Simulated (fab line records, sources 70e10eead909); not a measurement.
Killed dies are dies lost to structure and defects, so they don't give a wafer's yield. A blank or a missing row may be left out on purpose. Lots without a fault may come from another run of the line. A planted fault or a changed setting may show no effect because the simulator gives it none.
Which tool did it? | flow nand_harc | 8 lots, 24 wafers sampled, at 8 steps of a route of 1302

WHAT THE GAUGES READ, wafer by wafer
NHARC_A_ONON_D1_THK_MEAS_08: measures by ellipsometry. Usual: thk_nm 1001 nm, standard deviation 9.1.
lot  | measured     | on            | thk_nm (nm)    | flag
L820 | day 8 02:23  | film_metro-01 | 999 997 998    |
L824 | day 9 12:50  | film_metro-02 | 1010 1012 1013 |
L830 | day 11 23:54 | film_metro-02 | 1015 1016 1016 |
L833 | day 13 01:36 | film_metro-02 | 1004 1005 1003 |
L836 | day 14 11:54 | film_metro-02 | 986 987 988    |
L839 | day 15 09:02 | film_metro-02 | 996 996 994    |
L840 | day 16 06:31 | film_metro-01 | 1004 1004 1004 |
L842 | day 17 05:38 | film_metro-02 | 1000 998 999   |

NHARC_A_CHANNEL_HOLE_D1_CD_MEAS_10: target cd 100 nm. Usual: cd_nm 99.7 nm, standard deviation 0.56.
lot  | measured     | on        | cd_nm (nm)       | flag
L820 | day 8 18:54  | cd_sem-01 | 99.7 99.8 100.3  |
L824 | day 10 04:09 | cd_sem-01 | 99.8 100.4 100.2 |
L830 | day 12 14:17 | cd_sem-03 | 95.0 94.6 95.0   | OFF
L833 | day 13 16:11 | cd_sem-02 | 94.4 95.3 94.8   | OFF
L836 | day 15 03:13 | cd_sem-01 | 99.6 99.8 100.1  |
L839 | day 16 02:04 | cd_sem-03 | 98.5 99.9 100.1  |
L840 | day 17 00:32 | cd_sem-03 | 99.3 99.0 100.3  |
L842 | day 17 21:13 | cd_sem-03 | 100.4 99.3 100.1 |

NHARC_A_CHANNEL_HOLE_D1_CD_MEAS_30. Usual: cd_nm 89.4 nm, standard deviation 1.2.
lot  | measured     | on        | cd_nm (nm)     | flag
L820 | day 9 01:49  | cd_sem-01 | 90.6 88.5 90.0 |
L824 | day 10 11:16 | cd_sem-01 | 89.3 89.3 90.1 |
L830 | day 12 21:10 | cd_sem-02 | 83.0 82.7 85.1 | OFF
L833 | day 13 23:04 | cd_sem-01 | 82.9 84.0 84.0 | OFF
L836 | day 15 10:06 | cd_sem-02 | 89.5 87.9 89.9 |
L839 | day 16 08:59 | cd_sem-02 | 87.7 88.2 89.8 |
L840 | day 17 15:32 | cd_sem-03 | 87.2 88.1 88.5 |
L842 | day 18 04:07 | cd_sem-01 | 89.7 89.5 90.8 |

NHARC_END_WLT_00. Usual: VT_DECK1_BOTTOM 0.872, standard deviation 0.0059; VT_DECK1_BOTTOM_INNER 0.872, standard deviation 0.0064; VT_DECK1_MEDIAN_NEAR_BOTTOM 0.874, standard deviation 0.0068; VT_DECK1_MEDIAN_NEAR_BOTTOM_INNER 0.873, standard deviation 0.0068; VT_DECK1_MIDDLE 0.886, standard deviation 0.0065; VT_DECK1_MIDDLE_INNER 0.886, standard deviation 0.0069; VT_DECK1_TOP 0.898, standard deviation 0.0067; VT_DECK1_TOP_INNER 0.898, standard deviation 0.0072; VT_DECK2_BOTTOM 0.875, standard deviation 0.0085; VT_DECK2_BOTTOM_INNER 0.875, standard deviation 0.0082; VT_DECK2_MEDIAN_NEAR_BOTTOM 0.875, standard deviation 0.0085; VT_DECK2_MEDIAN_NEAR_BOTTOM_INNER 0.876, standard deviation 0.0083; VT_DECK2_MIDDLE 0.888, standard deviation 0.0067; VT_DECK2_MIDDLE_INNER 0.888, standard deviation 0.0076; VT_DECK2_TOP 0.900, standard deviation 0.007; VT_DECK2_TOP_INNER 0.900, standard deviation 0.0073.
lot  | measured     | on        | VT_DECK1_BOTTOM   | VT_DECK1_BOTTOM_INNER | VT_DECK1_MEDIAN_NEAR_BOTTOM | VT_DECK1_MEDIAN_NEAR_BOTTOM_INNER | VT_DECK1_MIDDLE   | VT_DECK1_MIDDLE_INNER | VT_DECK1_TOP      | VT_DECK1_TOP_INNER | VT_DECK2_BOTTOM   | VT_DECK2_BOTTOM_INNER | VT_DECK2_MEDIAN_NEAR_BOTTOM | VT_DECK2_MEDIAN_NEAR_BOTTOM_INNER | VT_DECK2_MIDDLE   | VT_DECK2_MIDDLE_INNER | VT_DECK2_TOP      | VT_DECK2_TOP_INNER | flag
L820 | day 25 12:15 | prober-02 | 0.863 0.857 0.864 | 0.865 0.866 0.860     | 0.863 0.858 0.869           | 0.860 0.860 0.864                 | 0.885 0.878 0.882 | 0.881 0.877 0.876     | 0.881 0.888 0.878 | 0.886 0.890 0.890  | 0.884 0.872 0.880 | 0.880 0.879 0.871     | 0.884 0.870 0.876           | 0.887 0.879 0.876                 | 0.891 0.892 0.896 | 0.893 0.897 0.892     | 0.908 0.903 0.906 | 0.905 0.899 0.911  |
L824 | day 25 21:04 | prober-01 | 0.872 0.867 0.863 | 0.869 0.866 0.877     | 0.872 0.877 0.875           | 0.867 0.864 0.880                 | 0.885 0.885 0.881 | 0.886 0.880 0.884     | 0.888 0.898 0.893 | 0.886 0.892 0.897  | 0.862 0.878 0.889 | 0.868 0.879 0.878     | 0.868 0.880 0.881           | 0.862 0.876 0.881                 | 0.887 0.887 0.892 | 0.878 0.883 0.888     | 0.897 0.901 0.893 | 0.887 0.906 0.900  |
L830 | day 28 07:52 | prober-01 | 0.860 0.862 0.863 | 0.856 0.856 0.866     | 0.861 0.856 0.862           | 0.857 0.854 0.868                 | 0.877 0.871 0.884 | 0.878 0.877 0.890     | 0.897 0.895 0.890 | 0.892 0.884 0.894  | 0.877 0.879 0.873 | 0.866 0.882 0.874     | 0.871 0.879 0.874           | 0.873 0.884 0.874                 | 0.882 0.898 0.888 | 0.888 0.895 0.886     | 0.892 0.899 0.899 | 0.897 0.900 0.900  |
L833 | day 29 13:32 | prober-02 | 0.851 0.856 0.854 | 0.852 0.853 0.856     | 0.853 0.850 0.858           | 0.855 0.854 0.851                 | 0.866 0.868 0.872 | 0.872 0.874 0.874     | 0.885 0.879 0.882 | 0.889 0.885 0.887  | 0.873 0.875 0.870 | 0.874 0.870 0.873     | 0.869 0.868 0.870           | 0.873 0.872 0.873                 | 0.884 0.884 0.886 | 0.887 0.883 0.890     | 0.898 0.902 0.894 | 0.900 0.901 0.896  | OFF
L836 | day 30 19:38 | prober-02 | 0.870 0.860 0.879 | 0.868 0.867 0.872     | 0.878 0.869 0.884           | 0.874 0.867 0.885                 | 0.883 0.887 0.882 | 0.884 0.887 0.888     | 0.899 0.903 0.913 | 0.900 0.902 0.910  | 0.863 0.873 0.866 | 0.868 0.868 0.860     | 0.863 0.865 0.871           | 0.869 0.877 0.864                 | 0.885 0.888 0.885 | 0.879 0.893 0.888     | 0.901 0.898 0.890 | 0.898 0.901 0.901  |
L839 | day 31 20:10 | prober-01 | 0.867 0.863 0.870 | 0.859 0.865 0.871     | 0.865 0.862 0.871           | 0.858 0.862 0.872                 | 0.880 0.872 0.885 | 0.876 0.880 0.886     | 0.892 0.887 0.904 | 0.891 0.894 0.894  | 0.885 0.881 0.876 | 0.881 0.878 0.878     | 0.883 0.877 0.883           | 0.882 0.881 0.883                 | 0.890 0.894 0.896 | 0.898 0.891 0.889     | 0.909 0.903 0.908 | 0.902 0.910 0.908  |
L840 | day 32 21:26 | prober-02 | 0.873 0.878 0.869 | 0.866 0.880 0.870     | 0.869 0.883 0.883           | 0.868 0.876 0.873                 | 0.889 0.892 0.886 | 0.886 0.894 0.889     | 0.900 0.893 0.904 | 0.894 0.893 0.901  | 0.873 0.861 0.862 | 0.856 0.862 0.861     | 0.869 0.865 0.863           | 0.874 0.863 0.871                 | 0.879 0.886 0.880 | 0.880 0.877 0.883     | 0.889 0.889 0.892 | 0.899 0.898 0.899  |
L842 | day 33 05:14 | prober-02 | 0.873 0.872 0.883 | 0.878 0.870 0.872     | 0.879 0.880 0.889           | 0.879 0.877 0.875                 | 0.886 0.896 0.881 | 0.881 0.886 0.898     | 0.903 0.907 0.900 | 0.900 0.914 0.904  | 0.871 0.872 0.869 | 0.872 0.864 0.871     | 0.862 0.858 0.873           | 0.874 0.868 0.871                 | 0.879 0.880 0.883 | 0.883 0.880 0.877     | 0.892 0.899 0.900 | 0.904 0.893 0.890  |

WHICH TOOL RAN EACH LOT (tool, then ch and the chambers of the sampled wafers, then the start)
lot  | NHARC_A_CHANNEL_HOLE_D1_PEB_08    | NHARC_A_CHANNEL_HOLE_D1_DESCUM_15  | NHARC_A_CHANNEL_HOLE_D1_ETCH_38    | NHARC_A_CHANNEL_HOLE_D1_XSEM_31
L820 | litho_track-04 ch 0, day 8 18:49  | rie_diel-09 ch 0,1, day 8 19:06    | rie_diel-09 ch 0,1, day 8 19:10    | xsem-02 ch 0, day 9 01:54
L824 | litho_track-04 ch 0, day 10 04:04 | rie_diel-09 ch 0,1,3, day 10 04:21 | rie_diel-09 ch 0,1, day 10 04:28   | xsem-02 ch 0, day 10 11:21
L830 | litho_track-04 ch 0, day 12 14:13 | rie_diel-09 ch 0,2,3, day 12 14:28 | rie_diel-09 ch 0,1,2, day 12 14:34 | xsem-02 ch 0, day 12 21:15
L833 | litho_track-04 ch 0, day 13 16:07 | rie_diel-08 ch 0,1,3, day 13 16:23 | rie_diel-08 ch 0,3, day 13 16:28   | xsem-02 ch 0, day 13 23:09
L836 | litho_track-06 ch 0, day 15 03:08 | rie_diel-09 ch 0,1,2, day 15 03:25 | rie_diel-09 ch 0,2,3, day 15 03:29 | xsem-02 ch 0, day 15 10:11
L839 | litho_track-06 ch 0, day 16 01:59 | rie_diel-09 ch 0,1, day 16 02:16   | rie_diel-09 ch 0,2,3, day 16 02:21 | xsem-01 ch 0, day 16 09:04
L840 | litho_track-06 ch 0, day 17 00:27 | rie_diel-09 ch 0,1,3, day 17 00:43 | rie_diel-09 ch 1,2,3, day 17 00:48 | xsem-01 ch 0, day 17 15:37
L842 | litho_track-01 ch 0, day 17 21:08 | rie_diel-09 ch 0,1,3, day 17 21:25 | rie_diel-09 ch 1,2,3, day 17 21:30 | xsem-02 ch 0, day 18 04:12
- NHARC_A_CHANNEL_HOLE_D1_PEB_08: peb time 65 s.
- NHARC_A_CHANNEL_HOLE_D1_DESCUM_15: chemistry O2, time 3 s.
- NHARC_A_CHANNEL_HOLE_D1_ETCH_38: etches the open film in CF4, target depth 39 nm, time 65 s.
- NHARC_A_CHANNEL_HOLE_D1_XSEM_31

WHAT THE TOOLS THEMSELVES READ (means of the sampled wafers that have a number; where no wafer has one, the mark that the record gives instead)
NHARC_A_CHANNEL_HOLE_D1_PEB_08. Usual: heater_power_total_W 156.6 W, standard deviation 0.41; plate_temp_C 100.00 C, standard deviation 0.13.
lot  | tool           | heater_power_total_W (W) | plate_temp_C (C) | flag
L820 | litho_track-04 | 156.8                    | 100.04           |
L824 | litho_track-04 | 156.4                    | 100.12           |
L830 | litho_track-04 | 152.6                    | 98.06            | OFF
L833 | litho_track-04 | 152.9                    | 98.17            | OFF
L836 | litho_track-06 | 156.4                    | 100.08           |
L839 | litho_track-06 | 156.9                    | 99.95            |
L840 | litho_track-06 | 156.6                    | 100.14           |
L842 | litho_track-01 | 156.5                    | 99.90            |

NHARC_A_CHANNEL_HOLE_D1_DESCUM_15. Usual: drypump_motor_current_A 5.6 A, standard deviation 0.39; oes_product_au 0.998 a.u., standard deviation 0.01; rf_vpp_V 57.6 V, standard deviation 0.92; showerhead_plenum_p_Torr 1.90 Torr, standard deviation 0.087; throttle_valve_pct 11.310 %, standard deviation 0.0091.
lot  | tool        | drypump_motor_current_A (A) | oes_product_au (a.u.) | rf_vpp_V (V) | showerhead_plenum_p_Torr (Torr) | throttle_valve_pct (%) | flag
L820 | rie_diel-09 | 5.6                         | 1.004                 | 59.1         | 1.85                            | 11.310                 |
L824 | rie_diel-09 | 5.7                         | 1.001                 | 57.3         | 1.84                            | 11.307                 |
L830 | rie_diel-09 | 5.8                         | 0.998                 | 57.8         | 1.91                            | 11.306                 |
L833 | rie_diel-08 | 5.4                         | 0.998                 | 57.2         | 1.90                            | 11.312                 |
L836 | rie_diel-09 | 5.7                         | 0.990                 | 57.8         | 1.92                            | 11.309                 |
L839 | rie_diel-09 | 5.6                         | 0.994                 | 57.1         | 1.85                            | 11.313                 |
L840 | rie_diel-09 | 5.7                         | 0.993                 | 57.6         | 1.83                            | 11.313                 |
L842 | rie_diel-09 | 5.7                         | 0.993                 | 57.2         | 1.83                            | 11.315                 |

NHARC_A_CHANNEL_HOLE_D1_ETCH_38. Usual: cf4_flow_sccm 149.9 sccm, standard deviation 0.39; drypump_motor_current_A 5.6 A, standard deviation 0.39; oes_product_au 0.999 a.u., standard deviation 0.01; rf_vpp_V 151.2 V, standard deviation 1.2; showerhead_plenum_p_Torr 1.76 Torr, standard deviation 0.075; throttle_valve_pct 13.283 %, standard deviation 0.0093.
lot  | tool        | cf4_flow_sccm (sccm) | drypump_motor_current_A (A) | oes_product_au (a.u.) | rf_vpp_V (V) | showerhead_plenum_p_Torr (Torr) | throttle_valve_pct (%) | flag
L820 | rie_diel-09 | 150.3                | 5.9                         | 0.992                 | 151.2        | 1.75                            | 13.280                 |
L824 | rie_diel-09 | 150.1                | 5.6                         | 0.995                 | 150.6        | 1.71                            | 13.284                 |
L830 | rie_diel-09 | 150.1                | 5.7                         | 0.995                 | 151.0        | 1.77                            | 13.286                 |
L833 | rie_diel-08 | 149.9                | 5.3                         | 1.006                 | 151.6        | 1.75                            | 13.289                 |
L836 | rie_diel-09 | 149.9                | 5.8                         | 0.997                 | 152.0        | 1.76                            | 13.285                 |
L839 | rie_diel-09 | 149.9                | 5.8                         | 0.993                 | 151.4        | 1.76                            | 13.280                 |
L840 | rie_diel-09 | 150.1                | 5.5                         | 0.999                 | 152.0        | 1.73                            | 13.285                 |
L842 | rie_diel-09 | 149.8                | 5.5                         | 0.996                 | 151.4        | 1.73                            | 13.281                 |

NHARC_A_CHANNEL_HOLE_D1_XSEM_31. Usual: bot_cd_nm 73.9 nm, standard deviation 1.3; bow_nm 8.73 nm, standard deviation 0.25; tilt_deg 0.08 degrees, standard deviation 0.038.
lot  | tool    | bot_cd_nm (nm) | bow_nm (nm) | tilt_deg (degrees) | flag
L820 | xsem-02 | 74.7           | 9.21        | 0.09               |
L824 | xsem-02 | 74.7           | 8.57        | 0.05               |
L830 | xsem-02 | 67.6           | 8.91        | 0.01               | OFF
L833 | xsem-02 | 67.7           | 8.66        | 0.10               | OFF
L836 | xsem-02 | 72.8           | 8.81        | 0.05               |
L839 | xsem-01 | 73.7           | 8.71        | 0.11               |
L840 | xsem-01 | 73.0           | 8.44        | 0.07               |
L842 | xsem-02 | 75.2           | 8.98        | 0.02               |

THE ANSWER, worked out from the rows above alone
Rule: a lot is off if the mean of its wafers that have a number lies more than 3 standard deviations from the usual mean. A lot without any number at a reading at which 4 lots or more have one is off too. The other lots that the step has rows for count as sound. The gauges are gone through in route order, then the tools' own readings, and for those a lot's mean is taken as printed above. The first step at which some lot is off is used, and at that step the reading that is off furthest; a lot without a number counts as furthest.
Off: L830, L833, at NHARC_A_CHANNEL_HOLE_D1_CD_MEAS_10 (cd_nm).
A tool fits if, at a process step before that reading, it ran every lot that is off, and no sound lot after the first of them. The gauges at NHARC_A_CHANNEL_HOLE_D1_CD_MEAS_10 aren't tried: what is off there is off at NHARC_A_CHANNEL_HOLE_D1_PEB_08 too, on other tools, and a gauge's error can't cause that. One fits: litho_track-04 at NHARC_A_CHANNEL_HOLE_D1_PEB_08. Its last sound lot is L824 (day 10 04:04), its first lot that is off L830 (day 12 14:13): a fault that began between those two fits.
The tool's own readings at NHARC_A_CHANNEL_HOLE_D1_PEB_08 bear it out: on the lots that are off they differ by more than 5 times the standard deviation of the sound lots' means. heater_power_total_W reads 152.8 W there against 156.6 W on the sound lots; plate_temp_C reads 98.12 C there against 100.04 C on the sound lots.

WHAT THE SIMULATOR HAD PUT IN
Process parameter drift: litho_track-04, from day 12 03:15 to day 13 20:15, at NHARC_A_CHANNEL_HOLE_D1_PEB_08. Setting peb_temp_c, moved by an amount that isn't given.
Lots struck among those shown: L830, L833. The rule above found the same.
